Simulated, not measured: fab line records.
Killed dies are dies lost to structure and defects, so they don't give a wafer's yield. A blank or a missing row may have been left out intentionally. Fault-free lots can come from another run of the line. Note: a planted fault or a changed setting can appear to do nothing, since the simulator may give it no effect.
fab line records    flow n5_finfet
[record] lots = 6  wafers = 18  last_day = 17
route steps=1938 shown HKMG_FIN@457 GATE_CUT@465 BEOL_M4@1111 PASSIVATION@1936
lots that met no fault: taken from a fault-free run of the same line
start_h: the number of hours between the record's first day and the start of the first shown wafer of the lot    wait_h: time in hours since the lot's previous step    " the same as in the row above    L1.1+2: a row that stands for several wafers    - no value present, or no start provided    * or withheld: withheld    < > ~ a bound
route shown NAME@n: names a module that has steps shown in the file, with the first one's number in the route    usual: mean/standard deviation taken from wafers without a fault    same: alike in all rows    chamber/n: place in a boat    sites: readings site by site    _std_site: their standard deviation    _edge_site: inner sites' mean taken away from outer sites' mean    radius_mm: how far each site lies from the wafer's centre    mask NAME#n: copy n    behind: the last tool/chamber to shape the wafer    hold: cause of the lot's hold/its duration in hours/its outcome    device: whichever transistor did not switch (one of n, p or np)    end of line: tests of these same wafers at the route's end    for a step that has no rows: nothing shown but its recipe    killed: not the wafer's yield, but the dies lost to structure and defects at the first sort    map: per-die view of a wafer (x killed, . not killed, _ where there is no die)
set.NAME: setting as actually run; set.NAME@STEP: the setting as run at that earlier step    model.NAME: the simulator's own value behind a step, which no gauge read
certain route steps with their lots: each step a table, each wafer a row
services: when a tool's chamber went out of use (start_h, in hours from the record's first day, below 0 if earlier), for how many hours, and the reason
[[steps]]
[step N5_HKMG_FIN_ALD_72]
[recipe] material = W  target_thk_a = 20  temp_c = 300  pressure_torr = 7.5  ald_precursor_family = WF6  ald_co_reactant = B2H6  pulse_time_s = 1  purge_time_s = 2  co_reactant_purge_time_s = 2  co_reactant_pulse_time_s = 3  ald_cycles = 7
[usual] heater_power_w = 458/25  precursor_pulse_height_rel = 0.997/0.02
[same] ald_cycles = 7
lot.wafer  tool      chamber  start_h  wait_h  heater_power_w  precursor_pulse_height_rel
L423.1     cvd_w-02  0        86.20    0.2     476             1.037
L423.2     "         1        "        "       447             1.005
L423.5     "         1        "        "       448             0.992
L428.1     cvd_w-01  1        115.13   0.2     432             0.980
L428.2     "         0        "        "       421             0.992
L428.4     "         1        "        "       431             0.999
L431.4     cvd_w-02  1        133.73   0.2     442             1.011
L431.5     "         1        "        "       450             0.994
L431.6     "         0        "        "       484             0.982
L433.2     cvd_w-02  0        145.39   0.2     500             0.968
L433.4     "         1        "        "       430             1.005
L433.5     "         0        "        "       490             0.979
L441.1     cvd_w-02  0        194.92   0.2     488             0.996
L441.2     "         1        "        "       463             0.996
L441.5     "         0        "        "       479             1.000
L445.2     cvd_w-02  0        221.98   0.2     487             1.039
L445.4     "         0        "        "       483             1.027
L445.5     "         0        "        "       504             0.994
[step N5_HKMG_FIN_W_FILL_22]
[recipe] material = W  target_thk_a = 600  temp_c = 400  pressure_torr = 39.4  time_s = 18.2
[step N5_HKMG_FIN_PRECLEAN_83]
[recipe] chemistry = DIW  time_s = 57.5  temp_c = 23
[step N5_HKMG_FIN_SRD_84]
[recipe] dry_time_s = 32  dry = n2_spin  spin_rpm = 1500
[step N5_HKMG_FIN_CMP_23]
[recipe] stop_on = SiNx  t_overpolish_s = 10  post_cmp_clean = rinse_only  down_force_psi = 4  platen_rpm = 50.289  pad_velocity_m_s = 1.0006  target_thk_nm = 46.326
[usual] motor_current_A = 12.2/1.7  overpolish_run_s = 10.000/0.0086  time_to_endpoint_s = 12/3.1
lot.wafer  tool    chamber  start_h  wait_h  motor_current_A  overpolish_run_s  time_to_endpoint_s
L423.1     cmp-04  1        86.49    0.1     14.5             9.995             14
L423.2     "       3        "        "       11.8             9.989             14
L423.5     "       1        "        "       13.8             10.000            15
L428.4     cmp-02  0        115.30   0.0     10.9             10.008            9
L428.1     "       1        "        "       12.5             9.989             7
L428.2     "       2        "        "       13.8             9.988             8
L431.4     cmp-04  0        134.12   0.3     11.1             9.993             7
L431.5     "       1        "        "       13.2             10.001            14
L431.6     "       2        "        "       12.5             9.999             16
L433.2     cmp-03  3        145.64   0.1     10.5             10.013            12
L433.4     "       0        "        "       11.6             10.002            11
L433.5     "       3        "        "       10.2             9.997             12
L441.1     cmp-03  2        195.25   0.2     15.4             10.009            8
L441.2     "       3        "        "       10.0             9.992             14
L441.5     "       0        "        "       11.7             10.006            17
L445.4     cmp-03  2        222.23   0.1     15.9             9.991             10
L445.2     "       0        "        "       11.3             9.994             16
L445.5     "       1        "        "       11.4             9.993             10
[step N5_HKMG_FIN_CMP_94]
[recipe] stop_on = SiNx  post_cmp_clean = w_dilute_nh4oh  t_overpolish_s = 4.7  down_force_psi = 4  platen_rpm = 50.289  pad_velocity_m_s = 1.0006  target_thk_nm = 43.299
[usual] motor_current_A = 12.1/1.6
lot.wafer  tool    chamber  start_h  wait_h  motor_current_A
L423.1     cmp-04  1        86.92    0.3     14.0
L423.2     "       3        "        "       11.1
L423.5     "       1        "        "       13.9
L428.4     cmp-02  0        115.78   0.4     11.4
L428.1     "       1        "        "       13.3
L428.2     "       2        "        "       13.5
L431.4     cmp-04  0        134.45   0.2     11.2
L431.5     "       1        "        "       14.3
L431.6     "       2        "        "       12.5
L433.2     cmp-03  3        146.07   0.3     10.5
L433.4     "       0        "        "       11.7
L433.5     "       3        "        "       10.9
L441.1     cmp-03  2        195.63   0.3     15.9
L441.2     "       3        "        "       10.8
L441.5     "       0        "        "       11.6
L445.4     cmp-03  2        222.66   0.3     15.9
L445.2     "       0        "        "       11.3
L445.5     "       1        "        "       10.7
[step N5_HKMG_FIN_INSPECT_28]
[recipe] inspect_instrument = darkfield  mode = post_cmp
[usual] raw_defect_count = 36/15
lot.wafer  tool               chamber  start_h  wait_h  raw_defect_count
L423.1     defect_inspect-01  -        87.12    0.0     59
L423.2     "                  -        "        "       67
L423.5     "                  -        "        "       24
L428.1     defect_inspect-02  -        116.01   0.0     33
L428.2     "                  -        "        "       35
L428.4     "                  -        "        "       37
L431.4     defect_inspect-01  -        134.60   0.0     59
L431.5     "                  -        "        "       47
L431.6     "                  -        "        "       47
L433.2     defect_inspect-01  -        146.27   0.0     10
L433.4     "                  -        "        "       21
L433.5     "                  -        "        "       22
L441.1     defect_inspect-01  -        195.80   0.0     30
L441.2     "                  -        "        "       34
L441.5     "                  -        "        "       49
L445.2     defect_inspect-02  -        222.86   0.0     33
L445.4     "                  -        "        "       22
L445.5     "                  -        "        "       19
[step N5_GATE_CUT_ETCHBACK_00]
[recipe] chemistry = SF6/Cl2  target = W  pressure_mtorr = 8  icp_w = 900  bias_w = 80  SF6_flow_sccm = 40  Cl2_flow_sccm = 60
[usual] SF6_flow_sccm = 39.99/0.13  drypump_motor_current_A = 5.7/0.56  mfc_cl2_sccm = 60.01/0.16  oes_product_au = 0.73/0.12  throttle_valve_pct = 27.44/0.28
lot.wafer  tool          chamber  start_h  wait_h  SF6_flow_sccm  drypump_motor_current_A  mfc_cl2_sccm  oes_product_au  rf_hours_counter_h  throttle_valve_pct
L423.1     rie_metal-03  1        87.15    0.0     39.96          5.4                      59.99         0.92            7                   27.45
L423.2     "             0        "        "       40.21          5.9                      60.14         0.66            91                  28.35
L423.5     "             1        "        "       40.02          5.4                      59.95         0.93            -                   27.45
L428.1     rie_metal-01  0        116.04   0.0     39.94          4.8                      59.83         0.67            97                  27.33
L428.2     "             1        "        "       39.91          5.8                      60.13         0.83            28                  27.15
L428.4     "             0        "        "       40.03          4.8                      59.96         0.67            -                   27.31
L431.4     rie_metal-01  1        134.67   0.1     39.57          5.8                      59.74         0.82            -                   27.15
L431.5     "             1        "        "       40.00          5.8                      59.96         0.82            -                   27.15
L431.6     "             0        "        "       40.01          4.9                      59.87         0.67            -                   27.32
L433.2     rie_metal-01  1        146.31   0.0     39.92          5.8                      60.18         0.81            31                  27.15
L433.4     "             1        "        "       39.75          5.8                      59.89         0.82            -                   27.15
L433.5     "             0        "        "       40.18          4.8                      60.05         0.66            -                   27.33
L441.1     rie_metal-01  1        195.83   0.0     40.05          5.8                      59.92         0.79            38                  27.16
L441.2     "             0        "        "       39.94          4.8                      59.51         0.65            107                 27.35
L441.5     "             0        "        "       40.01          4.8                      59.79         0.65            -                   27.34
L445.2     rie_metal-02  1        222.89   0.0     40.00          6.2                      60.08         0.60            124                 27.53
L445.4     "             1        "        "       39.87          6.2                      59.75         0.59            -                   27.50
L445.5     "             1        "        "       40.03          6.2                      60.12         0.60            -                   27.52
[step N5_GATE_CUT_ETCH_56]
[recipe] chemistry = Cl2/Ar  target = TiN  target_depth_a = 216  pressure_mtorr = 10  icp_w = 600  bias_w = 60  Cl2_flow_sccm = 40  Ar_flow_sccm = 60
[step N5_GATE_CUT_ETCHBACK_30]
[recipe] chemistry = Cl2/Ar  target = TiN  target_depth_a = 30  mode = isotropic  pressure_mtorr = 10  icp_w = 600  bias_w = 60  Cl2_flow_sccm = 40  Ar_flow_sccm = 60
[step N5_GATE_CUT_VAPOR_ETCH_60]
[recipe] chemistry = BCl3/Cl2  target = HfO2  mode = isotropic
[usual] drypump_motor_current_A = 5.7/0.56  oes_product_au = 0.73/0.12
lot.wafer  tool          chamber  start_h  wait_h  drypump_motor_current_A  oes_product_au
L423.1     rie_metal-03  1        87.39    0.0     5.4                      0.92
L423.2     "             0        "        "       5.9                      0.67
L423.5     "             1        "        "       5.4                      0.93
L428.1     rie_metal-01  0        116.28   0.0     4.8                      0.66
L428.2     "             1        "        "       5.8                      0.83
L428.4     "             0        "        "       4.8                      0.66
L431.4     rie_metal-01  1        134.88   0.0     5.8                      0.83
L431.5     "             1        "        "       5.8                      0.83
L431.6     "             0        "        "       4.8                      0.66
L433.2     rie_metal-01  1        146.55   0.0     5.8                      0.83
L433.4     "             1        "        "       5.8                      0.81
L433.5     "             0        "        "       4.8                      0.66
L441.1     rie_metal-01  1        196.07   0.0     5.9                      0.81
L441.2     "             0        "        "       4.8                      0.65
L441.5     "             0        "        "       4.8                      0.65
L445.2     rie_metal-02  1        223.13   0.0     6.2                      0.60
L445.4     "             1        "        "       6.2                      0.60
L445.5     "             1        "        "       6.2                      0.61
[step N5_GATE_CUT_ETCH_58]
[recipe] chemistry = CH3F/O2  target = SiNx  target_depth_a = 170  time_s = 128.6  ion_energy_ev = 50  pressure_mtorr = 30  source_w = 415  bias_w = 21  Ar_flow_sccm = 150  CH3F_flow_sccm = 30  O2_flow_sccm = 20
[usual] drypump_motor_current_A = 5.5/0.38  mfc_ar_sccm = 150.0/0.49  oes_product_au = 0.79/0.085  rf_vpp_V = 99.2/0.97  showerhead_plenum_p_Torr = 2.02/0.065  throttle_valve_pct = 16.35/0.2
lot.wafer  tool         chamber  start_h  wait_h  drypump_motor_current_A  mfc_ar_sccm  oes_product_au  rf_hours_counter_h  rf_vpp_V  showerhead_plenum_p_Torr  throttle_valve_pct  model.etch.depth_nm  model.SiNx_of_SDB_ALD_29.thk_nm
L423.1     rie_diel-02  3        87.50    0.1     5.7                      150.7        0.94            16                  98.8      2.11                      16.31               17.06                24.4
L423.2     "            2        "        "       5.8                      149.8        0.69            246                 98.8      1.98                      16.39               17.12                24.4
L423.5     "            1        "        "       6.0                      149.6        0.74            -                   98.6      1.99                      16.38               17.32                24.6
L428.1     rie_diel-06  3        116.34   0.0     5.2                      149.9        0.89            26                  99.7      2.13                      16.02               17                   24.6
L428.2     "            2        "        "       6.1                      149.9        0.80            110                 100.0     1.99                      16.17               17.4                 24.6
L428.4     "            1        "        "       5.4                      149.6        0.90            45                  99.2      1.96                      16.47               17.74                24.4
L431.4     rie_diel-06  3        134.92   0.0     5.2                      149.1        0.90            30                  99.7      2.12                      16.01               17.33                24.4
L431.5     "            2        "        "       6.1                      149.9        0.98            -                   101.5     1.99                      16.19               23.63                23.4
L431.6     "            3        "        "       5.2                      149.3        0.89            -                   99.0      2.12                      16.04               17.3                 24.4
L433.2     rie_diel-06  3        146.65   0.1     5.2                      150.1        0.89            34                  98.8      2.12                      16.04               17.29                24.4
L433.4     "            0        "        "       5.6                      150.4        0.75            -                   100.8     2.09                      16.39               17.4                 24.4
L433.5     "            3        "        "       5.2                      149.8        1.08            -                   99.8      2.12                      16.05               23.49                23.4
L441.1     rie_diel-04  0        196.12   0.0     5.6                      149.6        0.86            57                  99.2      1.97                      16.25               16.88                24.4
L441.2     "            1        "        "       5.0                      149.6        0.68            231                 97.9      1.97                      16.58               16.37                24.6
L441.5     "            3        "        "       5.4                      150.6        0.70            -                   101.0     2.07                      16.47               16.78                24.4
L445.2     rie_diel-06  3        223.22   0.1     5.2                      149.6        0.86            51                  100.6     2.12                      16.06               17.01                24.8
L445.4     "            1        "        "       5.4                      149.8        0.84            75                  97.3      1.95                      16.53               17.46                24.4
L445.5     "            3        "        "       5.2                      149.3        0.86            -                   100.1     2.12                      16.04               17.28                24.6
[step N5_GATE_CUT_STRIP_59]
[recipe] chemistry = N2/H2  time_s = 20  power_w = 100  temp_c = 40  pressure_mtorr = 100  rf_frequency_hz = 6e+07  bias_power_w = 3  n2_flow_sccm = 300  h2_flow_sccm = 300
[step N5_BEOL_M4_RC_MEAS_101]
[usual] DIBL_N = 37.5/2.5  DIBL_P = 38/3.1  IOFF_N = 0.19/0.059  IOFF_P = 0.24/0.061  ION_N = 679/16  ION_P = 465/9.8  SS_N = 72.0/0.8  SS_P = 73.7/0.86  VT_N = 248/4.5  VT_P = -249/3.5
lot.wafer  tool       chamber  start_h  wait_h  DIBL_N[mV/V]  DIBL_P[mV/V]  IOFF_N[nA/um]  IOFF_P[nA/um]  ION_N[uA/um]  ION_P[uA/um]  SS_N[mV/dec]  SS_P[mV/dec]  VT_N[mV]  VT_P[mV]
L423.1     prober-02  0        169.76   0.0     37.1          39            0.19           0.25           682           466           71.6          73.0          248       -248
L423.2     "          0        "        "       33.9          35            0.13           0.19           666           461           71.2          72.9          255       -249
L423.5     "          0        "        "       38.0          40            0.21           0.28           687           466           72.3          73.5          247       -247
L428.1     prober-01  0        215.28   0.0     39.4          41            0.22           0.28           692           471           72.9          74.1          248       -248
L428.2     "          0        "        "       42.2          45            0.33           0.38           704           473           73.8          75.4          241       -243
L428.4     "          0        "        "       42.3          44            0.35           0.34           714           472           74.2          75.5          240       -243
L431.4     prober-01  0        225.88   0.5     40.4          40            0.25           0.35           711           486           72.9          74.3          243       -241
L431.5     "          0        "        "       36.9          35            0.15           0.23           672           469           71.4          73.4          250       -247
L431.6     "          0        "        "       37.5          36            0.16           0.23           686           472           71.7          73.4          252       -247
L433.2     prober-02  0        252.21   0.2     41.4          44            0.33           0.39           689           473           73.4          75.0          238       -242
L433.4     "          0        "        "       39.5          39            0.23           0.26           687           466           72.6          72.7          246       -245
L433.5     "          0        "        "       39.4          41            0.23           0.28           679           467           72.1          73.8          243       -246
L441.1     prober-02  0        287.84   0.0     35.9          35            0.16           0.20           680           467           71.3          72.4          251       -252
L441.2     "          0        "        "       39.5          39            0.25           0.27           697           469           72.4          74.1          241       -250
L441.5     "          0        "        "       37.6          37            0.19           0.24           690           466           71.6          73.2          246       -247
L445.2     prober-02  0        317.28   0.2     30.9          31            0.10           0.14           652           455           71.1          71.5          255       -251
L445.4     "          0        "        "       37.6          40            0.22           0.30           704           479           72.7          73.4          244       -245
L445.5     "          0        "        "       32.4          35            0.13           0.20           667           470           71.5          73.3          251       -252
[step N5_PASSIVATION_PROBE_49]
[usual] defect_limited_yield = 91.0/1.4  killed_at_M0_to_M3 = 35/10  killed_at_M4_up = 14/5.5  killed_at_contacts = 13/5.6  killed_at_front_end = 41/11  killed_at_other = 4/3.4  killed_dies = 106/16  killed_open = 68/12  killed_short = 35/7.3  sort_bin_4_leakage = 0.3/2.1  sort_bin_5_function = 5.3/0.89  sort_bin_6_memory = 3.4/0.67  sort_n_pass = 1070/28  sort_yield_pct = 90.7/2.4
[same] gross_dies = 1180  killed_at_back_side = 0  sort_bin_8_speed[%] = 0
lot.wafer  tool       chamber  start_h  wait_h  defect_limited_yield[%]  killed_at_M0_to_M3  killed_at_M4_up  killed_at_contacts  killed_at_front_end  killed_at_other  killed_dies  killed_open  killed_short  sort_bin_4_leakage[%]  sort_bin_5_function[%]  sort_bin_6_memory[%]  sort_n_pass  sort_yield_pct[%]
L441.1     prober-02  -        403.02   0.0     92.5                     29                  8                8                   40                   4                89           56           31            0                      4.4                     2.8                   1091         92.5
L441.2     prober-02  -        403.07   0.1     92.3                     23                  11               8                   40                   9                91           65           26            0                      4.7                     2.8                   1089         92.3
L441.5     prober-02  -        403.22   0.2     91.6                     40                  14               5                   36                   4                99           58           38            0                      5.5                     2.6                   1081         91.6
// killed by level:class
L441.1 FIN_SAQP:geometric_particle:short=13 FIN_SAQP:geometric_particle:open=9 GATE_CUT:geometric_particle:open=6 MOL_CONTACT_COAG:geometric_particle:open=6 BEOL_M2:geometric_particle:open=6 BEOL_M0_SAQP:geometric_particle:short=5 BEOL_M0:geometric_particle:open=4 BEOL_M3:geometric_particle:open=4
L441.2 FIN_SAQP:geometric_particle:open=15 FIN_SAQP:geometric_particle:short=9 MOL_CONTACT_COAG:geometric_particle:open=8 BEOL_M0_SAQP:geometric_particle:open=7 BEOL_M3:geometric_particle:open=5 BEOL_M4:geometric_particle:open=4 STI_FIN_REVEAL:geometric_particle:open=3 STI_FIN_REVEAL:geometric_particle:short=3
L441.5 BEOL_M2:geometric_particle:open=12 FIN_SAQP:geometric_particle:short=8 STI_FIN_REVEAL:geometric_particle:open=7 BEOL_M0_SAQP:geometric_particle:short=7 BEOL_M4:geometric_particle:open=7 BEOL_M3:geometric_particle:open=5 FIN_SAQP:geometric_particle:open=4 GATE_CUT:geometric_particle:short=4
[[services]]
tool          chamber  start_h  hours  kind
cmp-03        -        77.63    0.9    repair
rie_metal-03  -        80.31    1.4    pm
cmp-03        -        84.88    0.2    repair
rie_metal-03  0        93.66    10.2   repair
rie_diel-02   3        98.29    13.9   repair
rie_diel-02   -        99.37    0.4    repair
cmp-02        -        100.91   0.9    repair
cmp-04        -        103.11   7.6    pm
cmp-04        -        110.72   5.7    pm
rie_diel-04   -        115.63   0.3    repair
cmp-02        -        120.40   0.7    repair
rie_metal-01  -        120.43   0.8    repair
cmp-03        -        122.60   6.2    pm
cvd_w-01      -        126.98   2.8    pm
cmp-02        -        133.65   3.4    pm
rie_metal-03  -        140.87   57.9   repair
rie_metal-02  0        145.50   5.4    repair
cvd_w-01      0        147.41   4.9    repair
cmp-03        -        149.96   3.7    repair
cmp-02        -        154.38   4.4    repair
cmp-03        -        169.69   6.0    pm
rie_diel-06   3        176.37   19.3   repair
cmp-03        -        197.42   0.9    repair
cmp-04        -        214.51   0.7    repair
[[key]]
[first_sign] step = N5_GATE_CUT_ETCH_58  reading = oes_product_au  direction = up  sigmas = 2.9  usual = 0.79  struck = 1.03
effect none on later readings
[model_effect] step = N5_GATE_CUT_ETCH_58  value = etch.depth_nm  without = 17.24  struck = 23.56
met_at N5_GATE_CUT_ETCH_58
struck_wafers L431.5,L433.5
onset_between 116.34 134.92
[fault] kind = process_parameter_drift  tool = rie_diel-06  chamber = -  onset_h = 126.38  steps = N5_GATE_CUT_ETCH_58  channel = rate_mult  offset = 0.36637  shape = step  end_h = 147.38  scope = struck_wafers_only
